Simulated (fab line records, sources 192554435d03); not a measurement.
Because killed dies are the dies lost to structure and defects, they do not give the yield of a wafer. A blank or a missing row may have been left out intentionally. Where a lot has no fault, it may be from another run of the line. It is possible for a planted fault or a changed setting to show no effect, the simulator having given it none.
fab line records	flow n5-finfet
record: lots: 11	wafers: 30	last-day: 20
route steps=1938 shown GATE_CUT@477 PASSIVATION@1936
lots that met no fault: from a run of the same line without faults
start-h: hours from the record's opening day to when the first of the lot's shown wafers began	wait-h: how many hours have passed since the lot's step before this one	" repeats the value in the row above	L1.1+2: several wafers, shown together as one row	- no value, or no start was given	* or withheld: withheld	< > ~ a bound
route shown NAME@n: NAME is a module with steps in the file, n the number in the route of the first one	usual: mean/standard deviation taken from wafers without a fault	same: alike in all rows	chamber/n: place in a boat	sites: each site's reading	_std_site: standard deviation of those values	_edge_site: inner sites' mean taken away from outer sites' mean	radius-mm: for every site, how far away it sits from the centre of the wafer	mask NAME#n: copy n	behind: the tool/chamber that last shaped the wafer	hold: the reason the lot was held/the length of the hold in hours/how it ended	device: whichever transistor did not switch (one of n, p or np)	end of line: the route-end tests of the same wafers	step lacking rows: just its recipe	killed: the dies lost at the first sort to structure and to defects; this is not the yield of the wafer	map: per-die view of a wafer (x killed, . not killed, _ where there is no die)
set.NAME: the setting as run; set.NAME@STEP: as run at that earlier step	model.NAME: the simulator's own value behind a step, which no gauge read
one table for each step of the route and one row for each wafer, over a sample of lots
services: a tool's chamber out of use, with start hour (start-h, from the record's first day; less than 0 if before it), hours out, and reason
== steps ==
step: N5_GATE_CUT_HM_DEP_46
recipe: material: SiO2	target-thk-a: 1300	temp-c: 400	precursor: TEOS/O2	pressure-torr: 6.5	rf-w: 900	teos-flow-sccm: 161.4	gas: O2	flow-sccm: 2650	time-s: 26.6
usual: heater-power-outer-w: 283/61	heater-power-w: 536/81	showerhead-plenum-p-Torr: 8.36/0.034	throttle-valve-pct: 18.6/1.2
lot.wafer	tool	chamber	start-h	wait-h	heater-power-outer-w	heater-power-w	showerhead-plenum-p-Torr	throttle-valve-pct
L341.2	pecvd-04	0	84.29	0.0	278	529	8.37	19.3
L341.3	"	1	"	"	374	659	8.42	17.4
L341.5	"	1	"	"	379	650	8.38	17.5
L342.1	pecvd-02	1	92.77	0.0	267	530	8.39	19.7
L342.5	"	0	"	"	205	425	8.36	20.6
L342.6	"	2	"	"	342	605	8.39	17.1
L345.1	pecvd-01	1	107.97	0.0	248	526	8.34	19.1
L345.2	"	0	"	"	224	408	8.31	17.8
L345.6	"	0	"	"	231	418	8.31	17.6
L347.3	pecvd-01	0	122.77	0.0	284	489	8.29	17.5
L347.4	"	0	"	"	290	502	8.28	17.7
L347.6	"	1	"	"	313	613	8.36	18.7
L349.4	pecvd-01	2	131.90	0.1	304	569	8.39	17.0
L349.5	"	0	"	"	199	361	8.30	17.5
L353.1	pecvd-01	2	157.54	0.0	401	678	8.38	17.0
L353.4	"	1	"	"	317	596	8.35	18.9
L355.1	pecvd-01	0	166.27	0.0	283	484	8.29	17.8
L355.4	"	0	"	"	279	474	8.28	18.1
L356.1	pecvd-01	0	173.42	0.0	276	464	8.29	17.8
L356.2	"	0	"	"	270	476	8.28	17.8
L356.6	"	0	"	"	289	485	8.30	18.1
L358.2	pecvd-04	1	186.33	0.0	361	650	8.44	17.4
L358.4	"	1	"	"	367	647	8.40	17.5
L358.6	"	0	"	"	309	576	8.35	19.7
L362.1	pecvd-01	2	211.31	0.0	395	678	8.37	17.0
L362.4	"	2	"	"	271	531	8.38	17.0
L362.5	"	0	"	"	234	413	8.32	17.9
L363.1	pecvd-01	2	217.01	0.0	334	609	8.38	17.3
L363.4	"	2	"	"	350	629	8.37	17.2
L363.6	"	2	"	"	353	599	8.37	16.7
step: N5_GATE_CUT_STRIP_42
recipe: chemistry: O2	power-w: 400	temp-c: 40	pressure-mtorr: 30	rf-frequency-hz: 6e+07	bias-power-w: 0	overash-fraction: 0.3	o2-flow-sccm: 225
usual: drypump-motor-current-A: 5.4/0.47	oes-product-au: 0.74/0.042	rf-vpp-V: 3.6/0.46	showerhead-plenum-p-Torr: 2.14/0.057	throttle-valve-pct: 16.71/0.21
lot.wafer	tool	chamber	start-h	wait-h	drypump-motor-current-A	oes-product-au	rf-hours-counter-h	rf-vpp-V	showerhead-plenum-p-Torr	throttle-valve-pct
L341.2	rie-diel-04	2	84.99	0.0	5.5	0.74	161	4.1	2.09	16.69
L341.3	"	3	"	"	5.6	0.78	110	2.9	2.12	16.49
L341.5	"	0	"	"	6.1	0.72	-	4.2	2.16	16.98
L342.1	rie-diel-04	3	93.57	0.0	5.7	0.78	112	4.1	2.12	16.53
L342.5	"	1	"	"	6.1	0.70	-	3.0	1.99	16.73
L342.6	"	0	"	"	6.1	0.71	-	4.6	2.16	16.99
L345.1	rie-diel-01	3	108.85	0.0	4.7	0.76	146	4.1	2.18	16.49
L345.2	"	1	"	"	5.8	0.71	208	3.4	2.17	16.92
L345.6	"	1	"	"	5.8	0.71	-	3.9	2.17	16.93
L347.3	rie-diel-01	0	123.47	0.0	5.5	0.76	128	2.8	2.20	16.47
L347.4	"	3	"	"	4.6	0.75	154	4.2	2.18	16.51
L347.6	"	3	"	"	4.6	0.75	-	3.6	2.18	16.47
L349.4	rie-diel-04	1	132.58	0.0	6.1	0.69	219	3.7	1.99	16.76
L349.5	"	0	"	"	6.1	0.70	-	3.3	2.16	17.01
L353.1	rie-diel-04	3	158.24	0.0	5.7	0.77	129	3.2	2.11	16.54
L353.4	"	1	"	"	6.1	0.69	227	3.3	1.98	16.76
L355.1	rie-diel-02	2	166.97	0.0	4.8	0.85	68	4.3	2.21	17.01
L355.4	"	2	"	"	4.8	0.84	-	3.1	2.21	17.00
L356.1	rie-diel-01	1	174.47	0.0	5.8	0.70	230	3.4	2.16	16.97
L356.2	"	2	"	"	5.0	0.76	151	4.1	2.11	16.85
L356.6	"	0	"	"	5.5	0.75	-	3.4	2.19	16.50
L358.2	rie-diel-01	0	187.23	0.0	5.5	0.75	148	4.1	2.19	16.49
L358.4	"	2	"	"	5.0	0.75	155	3.9	2.11	16.86
L358.6	"	3	"	"	4.7	0.74	-	2.9	2.17	16.51
L362.1	rie-diel-01	0	212.01	0.0	5.5	0.74	154	3.1	2.19	16.50
L362.4	"	2	"	"	5.0	0.75	161	3.1	2.10	16.87
L362.5	"	3	"	"	4.7	0.73	-	3.9	2.17	16.52
L363.1	rie-diel-02	0	218.43	0.0	5.1	0.68	209	3.4	2.16	16.83
L363.4	"	2	"	"	4.8	0.83	85	3.4	2.21	17.05
L363.6	"	0	"	"	5.0	0.68	-	3.7	2.16	16.84
step: N5_GATE_CUT_STRIP_21
recipe: chemistry: N2/H2	time-s: 30	power-w: 1000	temp-c: 250	pressure-mtorr: withheld	n2-flow-sccm: 1750	h2-flow-sccm: 3250
usual: drypump-motor-current-A: 5.8/0.66	h2-flow-sccm: 3250/11	heater-power-w: 330/54
lot.wafer	tool	chamber	start-h	wait-h	drypump-motor-current-A	h2-flow-sccm	heater-power-w	rf-hours-counter-h
L341.2	plasma-asher-01	1	85.43	0.0	4.7	3253	353	38
L341.3	"	0	"	"	5.8	3249	289	-
L341.5	"	0	"	"	5.8	3247	285	-
L342.1	plasma-asher-02	1	94.01	0.0	6.5	3237	403	89
L342.5	"	1	"	"	6.5	3231	408	-
L342.6	"	0	"	"	6.1	3256	280	-
L345.1	plasma-asher-01	0	109.29	0.0	5.8	3239	283	44
L345.2	"	1	"	"	4.7	3243	338	44
L345.6	"	1	"	"	4.7	3231	336	-
L347.3	plasma-asher-01	0	123.93	0.1	5.8	3263	286	-
L347.4	"	1	"	"	4.7	3249	344	-
L347.6	"	1	"	"	4.7	3253	342	-
L349.4	plasma-asher-01	0	133.04	0.1	5.8	3253	280	-
L349.5	"	0	"	"	5.8	3256	287	-
L353.1	plasma-asher-02	1	158.68	0.0	6.5	3252	410	100
L353.4	"	0	"	"	6.1	3258	277	-
L355.1	plasma-asher-02	1	167.41	0.0	6.5	3261	418	101
L355.4	"	1	"	"	6.5	3244	413	-
L356.1	plasma-asher-01	0	174.91	0.0	5.8	3250	282	58
L356.2	"	1	"	"	4.7	3264	341	58
L356.6	"	1	"	"	4.7	3258	345	-
L358.2	plasma-asher-02	0	187.67	0.0	6.1	3244	273	106
L358.4	"	1	"	"	6.5	3264	418	-
L358.6	"	1	"	"	6.5	3260	401	-
L362.1	plasma-asher-01	1	212.46	0.0	4.7	3230	343	67
L362.4	"	1	"	"	4.7	3227	349	-
L362.5	"	0	"	"	5.8	3247	291	-
L363.1	plasma-asher-01	1	218.87	0.0	4.8	3275	337	68
L363.4	"	0	"	"	5.8	3248	287	-
L363.6	"	0	"	"	5.8	3249	282	-
step: N5_GATE_CUT_ALD_22
recipe: material: SiNx	target-thk-a: 160	temp-c: 400	ald-precursor-family: SiH2I2	ald-co-reactant: N2/H2-plasma	pulse-time-s: 1	ald-cycles: 320	purge-time-s: 2	co-reactant-purge-time-s: 2	pressure-torr: 2
usual: ald-cycles: 320/0	heater-power-outer-w: 490/48	heater-power-w: 810/80	precursor-pulse-height-rel: 1.001/0.021
lot.wafer	tool	chamber	start-h	wait-h	ald-cycles	heater-power-outer-w	heater-power-w	precursor-pulse-height-rel
L341.2	ald-sin-04	2	85.59	0.0	320	452	763	0.983
L341.3	"	1	"	"	320	458	694	1.024
L341.5	"	2	"	"	320	472	760	0.997
L342.1	ald-sin-04	2	94.16	0.0	320	465	775	1.020
L342.5	"	0	"	"	320	557	907	0.995
L342.6	"	1	"	"	320	457	687	1.010
L345.1	ald-sin-01	1	109.44	0.0	320	530	804	1.013
L345.2	"	0	"	"	320	503	822	1.024
L345.6	"	0	"	"	320	504	826	1.009
L347.3	ald-sin-04	2	124.07	0.0	320	467	759	0.967
L347.4	"	0	"	"	320	561	870	1.002
L347.6	"	1	"	"	320	454	698	1.016
L349.4	ald-sin-04	2	133.19	0.1	487	465	761	0.983
L349.5	"	3	"	"	487	451	747	0.981
L353.1	ald-sin-04	1	158.84	0.0	320	446	687	0.983
L353.4	"	0	"	"	487	567	877	1.020
L355.1	ald-sin-04	2	167.57	0.0	320	470	763	0.975
L355.4	"	0	"	"	487	537	880	1.002
L356.1	ald-sin-02	1	175.35	0.3	320	429	766	1.005
L356.2	"	0	"	"	320	491	863	0.972
L356.6	"	0	"	"	320	499	832	1.002
L358.2	ald-sin-01	2	188.21	0.4	320	443	756	1.018
L358.4	"	1	"	"	320	517	785	1.013
L358.6	"	0	"	"	320	505	858	0.983
L362.1	ald-sin-01	2	213.94	1.4	320	445	783	1.042
L362.4	"	0	"	"	320	509	856	1.027
L362.5	"	2	"	"	320	446	752	0.981
L363.1	ald-sin-01	2	221.41	2.4	320	442	745	0.963
L363.4	"	2	"	"	320	443	763	1.004
L363.6	"	3	"	"	320	568	934	1.003
step: N5_GATE_CUT_CMP_23
recipe: stop-on: SiO2	t-overpolish-s: 23.4	post-cmp-clean: alkaline-brush	down-force-psi: 2.5	platen-rpm: 51.8	pad-velocity-m-s: 1.0307	target-thk-nm: 16
usual: motor-current-A: 9.0/0.67	pad-life-wafers: 1000/580	time-to-endpoint-s: 18.8/2
lot.wafer	tool	chamber	start-h	wait-h	motor-current-A	pad-life-wafers	time-to-endpoint-s
L341.3	cmp-03	2	87.08	0.8	8.6	1314	20.2
L341.2	"	1	"	"	8.7	1317	18.7
L341.5	"	2	"	"	8.3	-	20.4
L342.1	cmp-01	0	95.65	0.8	8.9	1656	18.3
L342.5	"	0	"	"	9.0	-	17.4
L342.6	"	1	"	"	8.9	-	17.9
L345.2	cmp-03	2	111.25	1.1	8.6	1518	19.1
L345.1	"	3	"	"	7.9	1519	18.4
L345.6	"	2	"	"	8.7	-	21.9
L347.3	cmp-04	1	125.64	0.8	9.0	866	19.6
L347.4	"	2	"	"	9.5	867	22.1
L347.6	"	3	"	"	10.3	-	16.5
L349.4	cmp-03	0	134.98	1.1	9.8	1748	28.5
L349.5	"	2	"	"	7.8	-	29.5
L353.1	cmp-04	2	160.36	0.8	9.7	1063	18.6
L353.4	"	0	"	"	8.5	1065	27.7
L355.4	cmp-01	0	169.06	0.8	9.1	252	26.3
L355.1	"	2	"	"	9.1	254	16.4
L356.2	cmp-01	2	176.84	0.8	8.6	336	19.3
L356.1	"	1	"	"	9.2	339	19.0
L356.6	"	2	"	"	8.8	-	20.3
L358.4	cmp-01	2	189.70	0.0	8.9	462	20.7
L358.2	"	3	"	"	8.7	463	19.7
L358.6	"	3	"	"	8.9	-	15.8
L362.1	cmp-03	0	215.43	0.8	10.2	186	16.1
L362.4	"	2	"	"	8.3	188	17.9
L362.5	"	0	"	"	10.1	-	16.5
L363.1	cmp-04	0	222.90	0.8	8.8	1578	19.8
L363.4	"	1	"	"	9.1	1579	19.2
L363.6	"	0	"	"	8.4	-	21.2
step: N5_PASSIVATION_PROBE_49
usual: killed_at_M0_to_M3: 36/11	killed_at_M4_up: 13/5.1	killed-at-contacts: 14/4.9	killed-at-front-end: 41/10	killed-at-other: 3.4/2.6	killed-dies: 107/16	killed-open: 70/11	killed-short: 36/7.8
same: gross-dies: 1180	killed-at-back-side: 0
lot.wafer	tool	chamber	start-h	wait-h	killed_at_M0_to_M3	killed_at_M4_up	killed-at-contacts	killed-at-front-end	killed-at-other	killed-dies	killed-open	killed-short
L342.1	prober-01	-	312.78	0.0	45	14	14	43	3	119	74	45
L342.5	prober-01	-	312.98	0.2	46	15	12	34	3	110	72	36
L342.6	prober-01	-	313.03	0.3	46	12	15	43	9	125	78	43
L341.2	prober-01	-	315.37	0.1	29	15	20	39	0	103	48	54
L341.3	prober-01	-	315.42	0.1	33	15	14	35	1	98	63	35
L341.5	prober-01	-	315.52	0.2	36	14	16	30	1	97	64	27
L347.3	prober-02	-	347.58	0.1	39	7	11	62	2	121	78	41
L347.4	prober-02	-	347.63	0.2	40	7	11	53	2	113	63	49
L347.6	prober-02	-	347.73	0.3	38	8	14	36	0	96	60	36
L362.1	prober-02	-	465.10	0.2	45	10	8	35	1	99	63	34
L362.4	prober-02	-	465.25	0.3	41	5	9	37	3	95	57	38
L362.5	prober-02	-	465.30	0.4	60	7	21	29	0	117	86	31
killed by level:class
L342.1 STI_FIN_REVEAL:geometric-particle:open=12 MOL_CONTACT_COAG:geometric-particle:open=11 BEOL_M1:geometric-particle:open=8 BEOL_M0_SAQP:geometric-particle:short=8 FIN_SAQP:geometric-particle:short=7 BEOL_M3:geometric-particle:short=7 FIN_SAQP:geometric-particle:open=6 BEOL_M0_SAQP:geometric-particle:open=6
L342.5 BEOL_M0_SAQP:geometric-particle:short=13 MOL_CONTACT_COAG:geometric-particle:open=11 BEOL_M3:geometric-particle:open=10 DUMMY_GATE:geometric-particle:open=7 BEOL_M4:geometric-particle:open=7 STARTING-WAFER:geometric-particle:open=6 GATE_CUT:geometric-particle:short=5 BEOL_M0_SAQP:geometric-particle:open=5
L342.6 STI_FIN_REVEAL:geometric-particle:open=17 MOL_CONTACT_COAG:geometric-particle:open=13 BEOL_M1:geometric-particle:open=10 BEOL_M0_SAQP:geometric-particle:open=7 BEOL_M0_SAQP:geometric-particle:short=7 BEOL_M3:geometric-particle:short=7 BEOL_M3:geometric-particle:open=6 FIN_SAQP:geometric-particle:short=5
L341.2 MOL_CONTACT_COAG:geometric-particle:open=11 GATE_CUT:geometric-particle:short=10 MOL_CONTACT_COAG:geometric-particle:short=9 FIN_SAQP:geometric-particle:short=7 BEOL_M0_SAQP:geometric-particle:short=6 BEOL_M3:geometric-particle:open=6 BEOL_M5:geometric-particle:short=5 BEOL_M0_SAQP:geometric-particle:open=4
L341.3 MOL_CONTACT_COAG:geometric-particle:open=11 BEOL_M0_SAQP:geometric-particle:short=7 STARTING-WAFER:geometric-particle:open=7 STI_FIN_REVEAL:geometric-particle:open=6 BEOL_M2:geometric-particle:short=6 FIN_SAQP:geometric-particle:short=5 BEOL_M4:geometric-particle:open=5 BEOL_M0_SAQP:geometric-particle:open=5
L341.5 MOL_CONTACT_COAG:geometric-particle:open=13 BEOL_M3:geometric-particle:open=8 BEOL_M2:geometric-particle:open=8 BEOL_M4:geometric-particle:open=7 BEOL_M0_SAQP:geometric-particle:short=7 BEOL_M0_SAQP:geometric-particle:open=5 HKMG_FIN:area-etch=5 FIN_SAQP:geometric-particle:short=4
L347.3 STI_FIN_REVEAL:geometric-particle:open=22 FIN_SAQP:geometric-particle:short=12 BEOL_M0_SAQP:geometric-particle:short=12 BEOL_M0_SAQP:geometric-particle:open=12 MOL_CONTACT_COAG:geometric-particle:open=9 FIN_SAQP:geometric-particle:open=6 BEOL_M2:geometric-particle:open=6 GATE_CUT:geometric-particle:open=5
L347.4 STI_FIN_REVEAL:geometric-particle:open=14 FIN_SAQP:geometric-particle:short=12 BEOL_M0_SAQP:geometric-particle:short=9 MOL_CONTACT_COAG:geometric-particle:open=7 BEOL_M2:geometric-particle:open=7 GATE_CUT:geometric-particle:open=6 BEOL_M0_SAQP:geometric-particle:open=6 ILD0:geometric-particle:short=5
L347.6 BEOL_M2:geometric-particle:open=15 STI_FIN_REVEAL:geometric-particle:open=12 MOL_CONTACT_COAG:geometric-particle:open=8 BEOL_M0_SAQP:geometric-particle:open=7 MOL_CONTACT_COAG:geometric-particle:short=6 BEOL_M0_SAQP:geometric-particle:short=6 FIN_SAQP:geometric-particle:short=4 DUMMY_GATE:geometric-particle:open=4
L362.1 BEOL_M0_SAQP:geometric-particle:open=11 GATE_CUT:geometric-particle:short=10 BEOL_M2:geometric-particle:open=9 BEOL_M3:geometric-particle:open=8 BEOL_M0_SAQP:geometric-particle:short=6 STI_FIN_REVEAL:geometric-particle:open=5 MOL_CONTACT_COAG:geometric-particle:open=5 BEOL_M1:geometric-particle:open=5
L362.4 BEOL_M3:geometric-particle:open=12 FIN_SAQP:geometric-particle:short=8 BEOL_M0_SAQP:geometric-particle:open=8 BEOL_M0_SAQP:geometric-particle:short=8 GATE_CUT:geometric-particle:short=7 MOL_CONTACT_COAG:geometric-particle:open=7 STI_FIN_REVEAL:geometric-particle:open=6 FIN_SAQP:geometric-particle:open=4
L362.5 BEOL_M1:geometric-particle:open=17 MOL_CONTACT_COAG:geometric-particle:open=15 BEOL_M3:geometric-particle:open=15 BEOL_M0_SAQP:geometric-particle:open=10 GATE_CUT:geometric-particle:short=9 BEOL_M2:geometric-particle:open=8 GATE_CUT:geometric-particle:open=6 MOL_CONTACT_COAG:geometric-particle:short=6
== services ==
tool	chamber	start-h	hours	kind
plasma-asher-02	-	60.41	7.1	repair
ald-sin-01	-	78.41	0.9	repair
rie-diel-04	3	87.56	2.5	repair
cmp-03	-	91.27	0.3	repair
pecvd-01	1	94.06	2.6	repair
pecvd-01	2	98.79	1.8	repair
cmp-01	-	131.77	4.0	pm
pecvd-01	-	142.23	2.8	pm
cmp-03	-	153.03	0.3	repair
cmp-01	-	159.13	2.1	repair
ald-sin-04	-	164.23	2.8	pm
pecvd-01	2	169.08	7.5	repair
cmp-03	-	174.62	3.7	pm
ald-sin-01	-	177.63	0.8	pm
ald-sin-04	-	177.68	14.0	pm
pecvd-01	-	177.85	1.3	repair
pecvd-01	-	181.87	0.8	repair
cmp-03	-	182.14	4.0	pm
cmp-03	-	199.31	4.2	repair
ald-sin-04	-	202.99	58.4	repair
cmp-01	-	203.65	1.3	repair
ald-sin-01	2	206.22	3.8	repair
ald-sin-01	1	206.88	1.4	repair
ald-sin-01	1	217.38	7.6	repair
== key ==
first-sign: step: N5_GATE_CUT_ALD_22	reading: ald-cycles	direction: up	sigmas: 99+	usual: *	struck: *
effect: step: N5_GATE_CUT_CMP_23	reading: time-to-endpoint-s	direction: up	sigmas: 4.6	usual: *	struck: *
met-at N5_GATE_CUT_ALD_22
struck-lots L349,L353,L355
struck-wafers L349.4,L349.5,L353.4,L355.4
tester-left-out L349,L353,L355
not-acting-at N5_GATE_CUT_HM_DEP_46,N5_GATE_CUT_STRIP_42,N5_GATE_CUT_STRIP_21
onset-between 124.07 133.19
fault: kind: process-parameter-drift	tool: ald-sin-04	chamber: -	onset-h: 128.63	steps: N5_GATE_CUT_ALD_22	channel: ald-cycles	offset: *	shape: step	end-h: 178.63	scope: struck-wafers-only	acts-in: *	stated: *
tester-left-out: of these lots the tester's yield and bins aren't shown, on N5 and GAA mostly nor the transistor test; their killed dies are dies lost to structure and defects alone, not to doping, threshold or leakage, so they don't give the yield
